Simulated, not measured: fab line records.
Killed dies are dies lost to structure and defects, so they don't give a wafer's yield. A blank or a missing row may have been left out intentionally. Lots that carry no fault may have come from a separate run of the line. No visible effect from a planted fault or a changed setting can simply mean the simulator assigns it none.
fab line records | flow n5_finfet
[record] lots = 4 | wafers = 12 | last_day = 16
route steps=1938 shown SD_EPI_P@318 SD_ACTIVATION@330 ILD0@335 SDB@347 BEOL_M4@1111 PASSIVATION@1936
lots untouched by any fault: they come from a run of this same line in which no faults occurred
start_h: hours from the record's opening day to when the first of the lot's shown wafers began | wait_h: how many hours have passed since the lot's step before this one | " the same as in the row above | L1.1+2: a row that stands for several wafers | - either no value or no given start | * or withheld: withheld | < > ~ a bound
route shown NAME@n: names a module that has steps shown in the file, with the first one's number in the route | usual: the fault-free wafers' mean and standard deviation | same: alike in all rows | chamber/n: place in a boat | sites: the reading at each site | _std_site: how widely they spread, as a standard deviation | _edge_site: mean of outer sites minus mean of inner sites | radius_mm: for every site, how far away it sits from the centre of the wafer | mask NAME#n: copy n | behind: the tool/chamber that last shaped the wafer | hold: reason for holding the lot/hours on hold/outcome of the hold | device: transistor that didn't switch, given as n, p or np | end of line: the same wafers' tests at the end of the route | a step without rows: its recipe alone | killed: the dies lost at the first sort to structure and to defects; this is not the yield of the wafer | map: shows each die of a wafer: x if killed, . if not, _ if none is there
set.NAME: the setting as run; set.NAME@STEP: as run at that earlier step | model.NAME: the simulator's own value behind a step, which no gauge read
lots at some steps of the route; a table a step, a row a wafer
services: a tool's chamber out of use, with start hour (start_h, from the record's first day; less than 0 if before it), hours out, and reason
[[steps]]
[step N5_SD_EPI_P_SRD_20]
[recipe] dry = ipa_marangoni | do_ppb = 5 | time_s = 30 | temp_c = 23 | rinse_liquid = diw
[step N5_SD_EPI_P_PRECLEAN_51]
[recipe] chemistry = NF3:NH3 | afs_cycles = 1 | temp_c = 30 | time_s = 20 | sublimation_temp_c = 180 | sublimation_time_s = 60 | pressure_torr = 3 | rf_power_w = 30
[step N5_SD_EPI_P_VAPOR_ETCH_44]
[recipe] chemistry = NF3/Ar | target = SiGe30 | temp_c = 25 | time_s = 3.3 | mode = isotropic
[step N5_SD_EPI_P_EPI_21]
[recipe] material = SiGe:B | dopant = B | temp_c = 550 | pressure_torr = 20 | ambient = H2 | time_s = 355
[step N5_SD_EPI_P_HM_STRIP_48]
[recipe] chemistry = H3PO4 | temp_c = 160 | material = SiNx | target = SiNx | target_depth_a = 30 | overetch_fraction = 0.3
[step N5_SD_EPI_P_SRD_49]
[recipe] dry = ipa_marangoni | time_s = 30 | temp_c = 23 | rinse_liquid = diw
[step N5_SD_EPI_P_PRECLEAN_24]
[recipe] chemistry = O3/DIW | time_s = 45 | temp_c = 22 | o3_ppm = 10
[step N5_SD_EPI_P_PRECLEAN_32]
[recipe] chemistry = dHF | time_s = 10 | dilution = 500:1 | temp_c = 25
[step N5_SD_EPI_P_PRECLEAN_33]
[recipe] chemistry = SC2 | time_s = 45 | temp_c = 35 | mix = 1:1:50
[step N5_SD_EPI_P_SRD_25]
[recipe] time_s = 30 | temp_c = 23 | rinse_liquid = diw | dry = ipa_marangoni
[step N5_SD_ACTIVATION_RTA_00]
[recipe] temp_c = 975 | time_s = 0 | ambient = N2 | idle_temp_c = 600 | ramp_up_c_per_s = 150 | ramp_down_c_per_s = 60 | cool_to_c = 600
[usual] lamp_power_pct = 8.95/0.049 | lamp_zone_1_pct = 8.955/0.026 | lamp_zone_2_pct = 8.951/0.023 | lamp_zone_3_pct = 8.951/0.025 | lamp_zone_4_pct = 8.954/0.025 | lamp_zone_5_pct = 8.950/0.024 | lamp_zone_6_pct = 8.879/0.025 | lamp_zone_7_pct = 9.351/0.026 | wafer_temp_C_max = 975.4/1.9
lot.wafer | tool          | chamber | start_h | wait_h | lamp_power_pct | lamp_zone_1_pct | lamp_zone_2_pct | lamp_zone_3_pct | lamp_zone_4_pct | lamp_zone_5_pct | lamp_zone_6_pct | lamp_zone_7_pct | wafer_temp_C_max
L217.1    | rtp_anneal-01 | 0       | 102.82  | 0.0    | 8.99           | 8.973           | 8.969           | 8.932           | 8.925           | 8.895           | 8.877           | 9.320           | 974.9
L217.5    | "             | 0       | "       | "      | 8.92           | 8.975           | 8.908           | 8.931           | 8.939           | 8.945           | 8.885           | 9.389           | 978.9
L217.6    | "             | 0       | "       | "      | 8.97           | 8.929           | 8.958           | 8.971           | 8.993           | 8.952           | 8.932           | 9.295           | 974.8
L224.2    | rtp_anneal-02 | 0       | 145.93  | 1.5    | 8.99           | 8.975           | 8.952           | 8.971           | 8.967           | 8.962           | 8.907           | 9.342           | 971.4
L224.3    | "             | 0       | "       | "      | 8.94           | 8.951           | 8.947           | 9.007           | 8.926           | 8.952           | 8.907           | 9.367           | 975.4
L224.5    | "             | 0       | "       | "      | 8.90           | 8.943           | 8.959           | 8.972           | 8.941           | 8.991           | 8.877           | 9.332           | 974.4
L228.3    | rtp_anneal-02 | 0       | 167.17  | 0.1    | 9.35           | 9.263           | 9.285           | 9.250           | 9.297           | 9.240           | 9.183           | 9.677           | 971.3
L228.5    | "             | 0       | "       | "      | 9.22           | 9.208           | 9.263           | 9.265           | 9.317           | 9.257           | 9.203           | 9.675           | 974.3
L228.6    | "             | 0       | "       | "      | 9.30           | 9.270           | 9.260           | 9.272           | 9.244           | 9.258           | 9.234           | 9.682           | 975.6
L229.2    | rtp_anneal-02 | 0       | 173.50  | 0.3    | 9.28           | 9.287           | 9.275           | 9.234           | 9.234           | 9.257           | 9.188           | 9.702           | 976.6
L229.5    | "             | 0       | "       | "      | 9.31           | 9.305           | 9.282           | 9.275           | 9.239           | 9.276           | 9.158           | 9.694           | 977.4
L229.6    | "             | 0       | "       | "      | 9.26           | 9.278           | 9.265           | 9.232           | 9.259           | 9.255           | 9.194           | 9.650           | 977.9
[step N5_SD_ACTIVATION_LSA_01]
[recipe] temp_c = 1080 | time_s = 0.0008 | ambient = N2
[step N5_ILD0_LINER_00]
[recipe] material = SiNx | target_thk_a = 40 | temp_c = 400 | ald_precursor_family = SiH2I2 | ald_co_reactant = N2/H2-plasma | pulse_time_s = 1 | purge_time_s = 2 | co_reactant_purge_time_s = 2 | ald_cycles = 80 | pressure_torr = 2
[step N5_ILD0_FCVD_FILL_01]
[recipe] material = SiO2_flowable | target_thk_a = 2000 | temp_c = 100 | pressure_torr = 0.8 | rf_w = 2000 | time_s = 328.3
[step N5_ILD0_CURE_02]
[recipe] temp_c = 450 | time_s = 1800 | ambient = steam | idle_temp_c = 400 | ramp_up_c_per_min = 5 | ramp_down_c_per_min = 3 | densification_p_h2o_torr = 640
[step N5_ILD0_CMP_03]
[recipe] stop_on = SiNx | t_overpolish_s = 1.9 | post_cmp_clean = alkaline_brush | down_force_psi = 4.1491 | platen_rpm = 51.796 | pad_velocity_m_s = 1.0306 | target_thk_nm = 197.38
[step N5_ILD0_CMP_07]
[recipe] stop_on = poly-Si | material = SiO2_flowable | t_overpolish_s = 1.18 | post_cmp_clean = alkaline_brush | down_force_psi = 4.1491 | platen_rpm = 51.796 | pad_velocity_m_s = 1.0306 | target_thk_nm = 138.88
[step N5_ILD0_PRECLEAN_10]
[recipe] chemistry = NF3:NH3 | afs_cycles = 5 | time_s = 20 | temp_c = 30 | sublimation_temp_c = 180 | sublimation_time_s = 60 | pressure_torr = 3 | rf_power_w = 30
[step N5_ILD0_ALD_15]
[recipe] material = SiNx | target_thk_a = 240 | temp_c = 400 | ald_precursor_family = SiH2I2 | ald_co_reactant = N2/H2-plasma | pulse_time_s = 1 | ald_cycles = 480 | purge_time_s = 2 | co_reactant_purge_time_s = 2 | pressure_torr = 2
[step N5_ILD0_CMP_12]
[recipe] stop_on = poly-Si | material = SiNx | t_overpolish_s = 6 | post_cmp_clean = alkaline_brush | down_force_psi = 2.5 | platen_rpm = 51.8 | pad_velocity_m_s = 1.0307 | target_thk_nm = 17.67
[step N5_SDB_HM_DEP_00]
[recipe] material = SiNx | target_thk_a = 400 | temp_c = 400 | precursor = SiH4/NH3/N2 | pressure_torr = 1.5 | rf_w = 300 | time_s = 35.3
[step N5_SDB_COAT_03]
[recipe] resist = SOC | temp_c = 250 | time_s = 60 | spin_rpm = 1500 | resist_thk_nm = 100
[step N5_SDB_COAT_04]
[recipe] resist = SiARC | temp_c = 220 | time_s = 60 | spin_rpm = 1500 | resist_thk_nm = 18
[step N5_SDB_COAT_05]
[recipe] resist = CAR-ArF | spin_rpm = 1500 | resist_thk_nm = 90
[step N5_SDB_EBR_07]
[recipe] solvent = PGMEA | ebr_width_mm = 1.5
[step N5_SDB_SOFTBAKE_06]
[recipe] temp_c = 110 | time_s = 60 | resist = CAR-ArF
[step N5_SDB_EXPOSE_08]
[recipe] mask_id = SDB | na = 1.35 | source_shape = conventional | sigma_outer = 0.5 | polarization = unpolarized | dose_mj = 49.6
[step N5_SDB_PEB_09]
[recipe] peb_temp_c = withheld | peb_time_s = 60 | resist = CAR-ArF
[step N5_SDB_DEVELOP_10]
[recipe] develop_time_s = 30 | developer = TMAH | resist = CAR-ArF | rinse_liquid = diw | dry = air_spin | dev_temp_c = 23
[step N5_SDB_DESCUM_16]
[recipe] chemistry = O2 | time_s = 7.9 | source_power_w = 50 | bias_power_w = 20 | pressure_mtorr = 20 | rf_frequency_hz = 2.712e+07 | temp_c = 40 | resist = CAR-ArF | o2_flow_sccm = 225
[step N5_BEOL_M4_RC_MEAS_101]
[usual] DIBL_N = 35.7/1.3 | DIBL_P = 35.4/1.8 | IOFF_N = 0.152/0.027 | IOFF_N_85C = 3.0/0.44 | IOFF_N_LIN = 0.071/0.01 | IOFF_P = 0.20/0.034 | ION_N = 672/9.8 | ION_P = 461/7.5 | REXT_N = 74.7/1.5 | SS_N = 71.4/0.55 | SS_P = 73.1/0.61 | VT_N = 251/3.3 | VT_N_LVT = 100/3.2 | VT_P = -251/3.6
lot.wafer | tool      | chamber | start_h | wait_h | DIBL_N[mV/V] | DIBL_P[mV/V] | IOFF_N[nA/um] | IOFF_N_85C[nA/um] | IOFF_N_LIN[nA/um] | IOFF_P[nA/um] | ION_N[uA/um] | ION_P[uA/um] | REXT_N[ohm.um] | SS_N[mV/dec] | SS_P[mV/dec] | VT_N[mV] | VT_N_LVT[mV] | VT_P[mV]
L217.1    | prober-02 | 0       | 209.67  | 0.0    | 34.2         | 34.1         | 0.131         | 2.7               | 0.067             | 0.17          | 672          | 455          | 74.6           | 71.4         | 72.0         | 252      | 99           | -253
L217.5    | "         | 0       | "       | "      | 36.0         | 36.0         | 0.155         | 3.2               | 0.077             | 0.21          | 683          | 469          | 75.0           | 71.6         | 73.5         | 249      | 98           | -250
L217.6    | "         | 0       | "       | "      | 35.6         | 35.7         | 0.154         | 3.1               | 0.076             | 0.20          | 672          | 462          | 74.3           | 71.8         | 73.9         | 248      | 97           | -250
L224.2    | prober-01 | 0       | 260.74  | 0.2    | 36.5         | 36.6         | 0.170         | 3.3               | 0.076             | 0.22          | 673          | 462          | 76.5           | 72.3         | 72.7         | 250      | 99           | -250
L224.3    | "         | 0       | "       | "      | 34.8         | 33.9         | 0.130         | 2.6               | 0.060             | 0.18          | 656          | 457          | 74.7           | 72.4         | 72.2         | 252      | 104          | -253
L224.5    | "         | 0       | "       | "      | 38.1         | 38.5         | 0.192         | 3.7               | 0.084             | 0.25          | 676          | 458          | 77.0           | 72.1         | 74.1         | 249      | 100          | -248
L229.2    | prober-01 | 0       | 275.59  | 0.2    | 43.4         | 37.6         | 0.326         | 5.6               | 0.129             | 0.26          | 732          | 474          | 67.3           | 72.5         | 73.1         | 238      | 90           | -247
L229.5    | "         | 0       | "       | "      | 43.0         | 37.4         | 0.301         | 5.3               | 0.123             | 0.26          | 724          | 481          | 67.4           | 72.4         | 73.2         | 239      | 91           | -245
L229.6    | "         | 0       | "       | "      | 44.7         | 38.5         | 0.368         | 6.2               | 0.136             | 0.27          | 727          | 475          | 67.0           | 74.0         | 73.8         | 239      | 89           | -246
L228.3    | prober-02 | 0       | 280.97  | 0.3    | 43.1         | 37.7         | 0.298         | 5.3               | 0.122             | 0.28          | 715          | 481          | 65.8           | 72.3         | 72.9         | 240      | 89           | -243
L228.5    | "         | 0       | "       | "      | 42.9         | 37.7         | 0.309         | 5.4               | 0.127             | 0.29          | 724          | 480          | 66.3           | 72.6         | 74.6         | 237      | 88           | -245
L228.6    | "         | 0       | "       | "      | 44.9         | 38.7         | 0.359         | 6.1               | 0.136             | 0.31          | 730          | 484          | 66.2           | 74.0         | 73.9         | 240      | 89           | -241
[step N5_PASSIVATION_PROBE_49]
[usual] defect_limited_yield = 91.5/1.3 | killed_at_M0_to_M3 = 33/11 | killed_at_M4_up = 14/5.3 | killed_at_contacts = 11/6.3 | killed_at_front_end = 38/10 | killed_at_other = 3.7/2.8 | killed_dies = 101/16 | killed_on_rim = 13/3.4 | killed_open = 67/12 | killed_short = 32/7.4 | sort_bin_4_leakage = 0/0 | sort_bin_5_function = 5.0/0.86 | sort_bin_6_memory = 3.2/0.69 | sort_n_pass = 1079/16 | sort_yield_pct = 91.5/1.3
[same] gross_dies = 1180 | killed_at_back_side = 0 | sort_bin_8_speed[%] = 0
lot.wafer | tool      | chamber | start_h | wait_h | defect_limited_yield[%] | killed_at_M0_to_M3 | killed_at_M4_up | killed_at_contacts | killed_at_front_end | killed_at_other | killed_dies | killed_on_rim | killed_open | killed_short | sort_bin_4_leakage[%] | sort_bin_5_function[%] | sort_bin_6_memory[%] | sort_n_pass | sort_yield_pct[%]
L217.1    | prober-02 | -       | 306.15  | 0.0    | 92.8                    | 12                 | 26              | 7                  | 38                  | 2               | 85          | 9             | 57          | 27           | 0                     | 4.4                    | 2.4                  | 1095        | 92.8
L217.5    | prober-02 | -       | 306.35  | 0.2    | 89.9                    | 34                 | 21              | 15                 | 48                  | 1               | 119         | 12            | 80          | 37           | 0                     | 5.8                    | 4.0                  | 1061        | 89.9
L217.6    | prober-02 | -       | 306.40  | 0.3    | 90.0                    | 22                 | 26              | 8                  | 62                  | 0               | 118         | 17            | 74          | 40           | 0                     | 5.7                    | 3.8                  | 1062        | 90.0
L224.2    | prober-01 | -       | 365.00  | 0.1    | 92.1                    | 31                 | 15              | 10                 | 32                  | 5               | 93          | 15            | 67          | 24           | 0                     | 5.1                    | 2.7                  | 1087        | 92.1
L224.3    | prober-01 | -       | 365.05  | 0.1    | 91.8                    | 37                 | 8               | 15                 | 33                  | 4               | 97          | 11            | 70          | 25           | 0                     | 4.5                    | 3.5                  | 1083        | 91.8
L224.5    | prober-01 | -       | 365.15  | 0.2    | 90.6                    | 39                 | 23              | 5                  | 38                  | 6               | 111         | 14            | 69          | 42           | 0                     | 5.8                    | 3.5                  | 1069        | 90.6
L229.2    | prober-01 | -       | 372.07  | 0.1    | 91.4                    | 33                 | 19              | 7                  | 38                  | 4               | 101         | 13            | 71          | 24           | 1.69                  | 4.3                    | 4.0                  | 1059        | 89.7
L229.5    | prober-01 | -       | 372.22  | 0.2    | 92.8                    | 26                 | 14              | 5                  | 38                  | 2               | 85          | 12            | 45          | 36           | 0.59                  | 4.2                    | 2.9                  | 1088        | 92.2
L229.6    | prober-01 | -       | 372.27  | 0.3    | 92.1                    | 31                 | 6               | 9                  | 44                  | 3               | 93          | 15            | 56          | 36           | 7.03                  | 4.3                    | 3.1                  | 1004        | 85.1
L228.3    | prober-02 | -       | 387.34  | 0.1    | 91.3                    | 49                 | 13              | 6                  | 33                  | 2               | 103         | 11            | 62          | 40           | 0.17                  | 5.8                    | 2.8                  | 1075        | 91.1
L228.5    | prober-02 | -       | 387.44  | 0.2    | 93.8                    | 25                 | 11              | 8                  | 27                  | 2               | 73          | 8             | 57          | 14           | 0.25                  | 4.7                    | 1.4                  | 1104        | 93.6
L228.6    | prober-02 | -       | 387.49  | 0.3    | 91.4                    | 42                 | 10              | 5                  | 42                  | 2               | 101         | 9             | 74          | 27           | 3.22                  | 5.3                    | 3.2                  | 1041        | 88.2
// killed by level:class
L217.1 BEOL_M4:geometric_particle:open=16 FIN_SAQP:geometric_particle:short=9 MOL_CONTACT_COAG:geometric_particle:open=7 FIN_SAQP:geometric_particle:open=6 DUMMY_GATE:geometric_particle:open=6 BEOL_M2:geometric_particle:open=5 BEOL_M4:geometric_particle:short=3 STARTING-WAFER:geometric_particle:short=3
L217.5 MOL_CONTACT_COAG:geometric_particle:open=13 FIN_SAQP:geometric_particle:open=9 GATE_CUT:geometric_particle:short=9 DUMMY_GATE:geometric_particle:open=8 BEOL_M2:geometric_particle:open=8 FIN_SAQP:geometric_particle:short=7 BEOL_M5:geometric_particle:open=7 BEOL_M1:geometric_particle:open=7
L217.6 FIN_SAQP:geometric_particle:open=18 BEOL_M4:geometric_particle:open=16 FIN_SAQP:geometric_particle:short=11 GATE_CUT:geometric_particle:short=10 BEOL_M0:geometric_particle:open=6 BEOL_M3:geometric_particle:open=6 STI_FIN_REVEAL:geometric_particle:open=6 MOL_CONTACT_COAG:geometric_particle:open=6
L224.2 MOL_CONTACT_COAG:geometric_particle:open=9 BEOL_M0_SAQP:geometric_particle:open=8 BEOL_M4:geometric_particle:open=8 FIN_SAQP:geometric_particle:open=6 GATE_CUT:geometric_particle:short=6 BEOL_M0_SAQP:geometric_particle:short=6 DUMMY_GATE:geometric_particle:open=5 BEOL_M1:geometric_particle:open=5
L224.3 MOL_CONTACT_COAG:geometric_particle:open=12 BEOL_M1:geometric_particle:open=11 BEOL_M2:geometric_particle:open=10 FIN_SAQP:geometric_particle:open=7 FIN_SAQP:geometric_particle:short=4 DUMMY_GATE:geometric_particle:open=4 BEOL_M0_SAQP:geometric_particle:open=4 BEOL_M3:geometric_particle:open=4
L224.5 BEOL_M0_SAQP:geometric_particle:open=10 BEOL_M0_SAQP:geometric_particle:short=9 GATE_CUT:geometric_particle:short=9 BEOL_M4:geometric_particle:open=9 BEOL_M1:geometric_particle:open=7 FIN_SAQP:geometric_particle:short=6 DUMMY_GATE:geometric_particle:open=5 BEOL_M3:geometric_particle:open=5
L229.2 BEOL_M2:geometric_particle:open=9 FIN_SAQP:geometric_particle:open=8 MOL_CONTACT_COAG:geometric_particle:open=7 BEOL_M0_SAQP:geometric_particle:short=7 GATE_CUT:geometric_particle:short=6 GATE_CUT:geometric_particle:open=6 BEOL_M0_SAQP:geometric_particle:open=6 BEOL_M3:geometric_particle:open=6
L229.5 FIN_SAQP:geometric_particle:short=10 BEOL_M0_SAQP:geometric_particle:open=8 FIN_SAQP:geometric_particle:open=5 GATE_CUT:geometric_particle:open=4 BEOL_M0_SAQP:geometric_particle:short=4 BEOL_M5:geometric_particle:open=4 ILD0:geometric_particle:short=3 GATE_CUT:geometric_particle:short=3
L229.6 FIN_SAQP:geometric_particle:short=12 FIN_SAQP:geometric_particle:open=10 BEOL_M2:geometric_particle:open=10 MOL_CONTACT_COAG:geometric_particle:open=6 BEOL_M0_SAQP:geometric_particle:short=6 STI_FIN_REVEAL:geometric_particle:open=4 GATE_CUT:geometric_particle:short=4 BEOL_M0_SAQP:geometric_particle:open=4
L228.3 BEOL_M2:geometric_particle:open=16 BEOL_M0_SAQP:geometric_particle:short=11 FIN_SAQP:geometric_particle:open=8 FIN_SAQP:geometric_particle:short=6 BEOL_M0_SAQP:geometric_particle:open=5 BEOL_M3:geometric_particle:open=5 MOL_CONTACT_COAG:geometric_particle:open=5 STARTING-WAFER:geometric_particle:short=5
L228.5 BEOL_M2:geometric_particle:open=13 FIN_SAQP:geometric_particle:open=7 MOL_CONTACT_COAG:geometric_particle:open=6 BEOL_M5:geometric_particle:open=6 STI_FIN_REVEAL:geometric_particle:open=5 BEOL_M3:geometric_particle:open=5 FIN_SAQP:geometric_particle:short=3 BEOL_M0_SAQP:geometric_particle:open=3
L228.6 FIN_SAQP:geometric_particle:open=21 BEOL_M0_SAQP:geometric_particle:open=9 BEOL_M2:geometric_particle:open=9 BEOL_M0_SAQP:geometric_particle:short=8 BEOL_M2:geometric_particle:short=6 FIN_SAQP:geometric_particle:short=5 STI_FIN_REVEAL:geometric_particle:open=5 MOL_CONTACT_COAG:geometric_particle:open=5
// map L228.3 (x killed, . not)
_________________x...........________________
______________................x._____________
___________.x.....x......x.........__________
__________...............x.........._________
________...x.......x..x.....x..x......_______
_______.x...........................x..______
______...x..x..x........................_____
_____.......x....................x.......____
____......x...........x..............x....___
___..................x................xx...__
___.x......x.........x..............x......__
__........................x..........x....x._
__.....x...................................._
_.x.........................x.......x.....x..
_........xx.........x.x............x.........
_.........x.........................x..x.....
_.................................x........x.
_.........x..x........xx.........x...........
_..................x..x...x...........xx.....
_....x..x..............xx....................
_.....x..x.................x......x...x......
__.......x...........x......................_
__...x..x.......................x..........._
___.x.............................x........__
___......................x........x.x....x.__
____....x....................x............___
_____....x.....x....x..........x.x.......____
______................x.....xx.......x.._____
_______....x.x..x............x..x..x...______
________.....x.......................x_______
__________.x.....xx................._________
___________..........x.x.x.........__________
______________.................._____________
_________________..x........x________________
// map L229.2 (x killed, . not)
_________________....x......x________________
______________...x.............._____________
___________.....x.......x..........__________
__________......................x..x_________
________.......................xxx...._______
_______....x...........x..........x....______
______.....x......xx...x........x.....x._____
_____...........................x........____
____x....x.x...x....................xx....___
___......xx................................__
___...............x............x...........__
__.........x.....................x.........._
__.x...............x........x......xx......._
_........x.....xx...........x.........x......
_x..........xx............xxx................
_..x.x........................x.x......x..x..
_...........x....................x.x.........
_...x...........................x.......x....
_.....x......................................
_..x................x.....................x.x
_.........x...............xx.......x......x..
__................x.....x.......x..........._
__.....................x................xx.x_
___............x......xx..............x.x..__
___..x...x...x............x.........x......__
____................x.......x.............___
_____....................................____
______.........................x....xxx._____
_______................................______
________.............x........x.....x._______
__________............xxx..........._________
___________........................__________
______________.................x_____________
_________________..........x.________________
[[services]]
tool          | chamber | start_h | hours | kind
rtp_anneal-01 | -       | 133.46  | 101.8 | pm
[[key]]
[first_sign] step = N5_SD_ACTIVATION_RTA_00 | reading = lamp_zone_2_pct | direction = up | sigmas = 14 | usual = * | struck = *
[effect] step = N5_SD_ACTIVATION_RTA_00 | reading = lamp_zone_5_pct | direction = up | sigmas = 13 | usual = * | struck = *
[effect] step = N5_BEOL_M4_RC_MEAS_101 | reading = IOFF_N | direction = up | sigmas = 6.6 | usual = 0.152 | struck = 0.327
[effect] step = N5_BEOL_M4_RC_MEAS_101 | reading = DIBL_N | direction = up | sigmas = 6 | usual = 35.7 | struck = 43.7
[effect] step = N5_BEOL_M4_RC_MEAS_101 | reading = IOFF_N_85C | direction = up | sigmas = 6 | usual = 3.0 | struck = 5.7
[effect] step = N5_BEOL_M4_RC_MEAS_101 | reading = IOFF_N_LIN | direction = up | sigmas = 5.6 | usual = 0.071 | struck = 0.129
[effect] step = N5_BEOL_M4_RC_MEAS_101 | reading = ION_N | direction = up | sigmas = 5.4 | usual = 672 | struck = 725
[effect] step = N5_BEOL_M4_RC_MEAS_101 | reading = REXT_N | direction = down | sigmas = 5.2 | usual = 74.7 | struck = 66.7
[effect] step = N5_BEOL_M4_RC_MEAS_101 | reading = VT_N | direction = down | sigmas = 3.6 | usual = 251 | struck = 239
[effect] step = N5_BEOL_M4_RC_MEAS_101 | reading = VT_N_LVT | direction = down | sigmas = 3.3 | usual = 100 | struck = 89
[effect] step = N5_BEOL_M4_RC_MEAS_101 | reading = SS_N | direction = up | sigmas = 2.9 | usual = 71.4 | struck = 73.0
[effect] step = N5_BEOL_M4_RC_MEAS_101 | reading = ION_P | direction = up | sigmas = 2.3 | usual = 461 | struck = 479
[effect] step = N5_BEOL_M4_RC_MEAS_101 | reading = IOFF_P | direction = up | sigmas = 2.2 | usual = 0.20 | struck = 0.28
[effect] step = N5_BEOL_M4_RC_MEAS_101 | reading = VT_P | direction = up | sigmas = 1.6 | usual = -251 | struck = -245
[effect] step = N5_PASSIVATION_PROBE_49 | reading = sort_bin_4_leakage | direction = up | sigmas = 26 | usual = 0 | struck = 2.16
met_at N5_SD_ACTIVATION_RTA_00
struck_wafers L228.3,L228.5,L228.6,L229.2,L229.5,L229.6
onset_between 145.93 167.17
[fault] kind = process_parameter_drift | tool = rtp_anneal-02 | chamber = - | onset_h = 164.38 | steps = N5_SD_ACTIVATION_RTA_00 | channel = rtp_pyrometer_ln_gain | offset = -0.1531 | shape = step | end_h = 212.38
